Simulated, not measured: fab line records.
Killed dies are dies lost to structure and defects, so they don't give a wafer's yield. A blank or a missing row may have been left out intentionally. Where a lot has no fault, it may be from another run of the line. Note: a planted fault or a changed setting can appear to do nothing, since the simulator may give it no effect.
Chamber matching / flow n5 finfet / N5_FIN_SAQP_HM_DEP_03 on pecvd-01: 3 sister chambers
The step deposits SiNx from SiH4/NH3/N2, target thk 38 nm, time 33.6 s. 3 wafers are shown with their chamber, then 12 later ones without.

== EACH WAFER AND ITS CHAMBER ==
wafer=L089.1; chamber=0; throttle valve pct (%)=38.5
wafer=L089.2; chamber=2; throttle valve pct (%)=38.6
wafer=L089.6; chamber=1; throttle valve pct (%)=45.1

== WAFERS WITHOUT THEIR CHAMBER ==
wafer=L093.1; throttle valve pct (%)=38.6
wafer=L093.2; throttle valve pct (%)=38.8
wafer=L093.5; throttle valve pct (%)=38.4
wafer=L094.1; throttle valve pct (%)=45.0
wafer=L094.3; throttle valve pct (%)=38.5
wafer=L094.5; throttle valve pct (%)=45.1
wafer=L095.4; throttle valve pct (%)=38.5
wafer=L095.5; throttle valve pct (%)=45.3
wafer=L095.6; throttle valve pct (%)=38.4
wafer=L097.2; throttle valve pct (%)=38.4
wafer=L097.3; throttle valve pct (%)=45.0
wafer=L097.5; throttle valve pct (%)=45.3

== THE CHAMBER EACH PASSED THROUGH ==
wafer=L093.1; from the rows above=can't be placed: 2 or 0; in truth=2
wafer=L093.2; from the rows above=can't be placed: 2 or 0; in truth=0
wafer=L093.5; from the rows above=can't be placed: 0 or 2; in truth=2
wafer=L094.1; from the rows above=1; in truth=1
wafer=L094.3; from the rows above=can't be placed: 0 or 2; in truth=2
wafer=L094.5; from the rows above=1; in truth=1
wafer=L095.4; from the rows above=can't be placed: 0 or 2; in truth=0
wafer=L095.5; from the rows above=1; in truth=1
wafer=L095.6; from the rows above=can't be placed: 0 or 2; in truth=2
wafer=L097.2; from the rows above=can't be placed: 0 or 2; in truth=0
wafer=L097.3; from the rows above=1; in truth=1
wafer=L097.5; from the rows above=1; in truth=1
Correct placement for 5 of the 12. Can't be placed from these rows: 7 (the true chamber is among the candidates in 7). Placed wrongly: 0.
How it was worked out, from the rows above alone: a wafer's distance from a chamber is the root of the sum, over the readings, of the square of ((its reading less the chamber's mean) divided by the reading's scatter). The wafer belongs to the nearest chamber; if the next one is less than 2 further off, it can't be placed. The mean given for a chamber averages the wafers shown for that chamber. The scatter: with one shown wafer a chamber, the root of the mean of the squares of how far each hidden wafer lies from its nearest shown one.
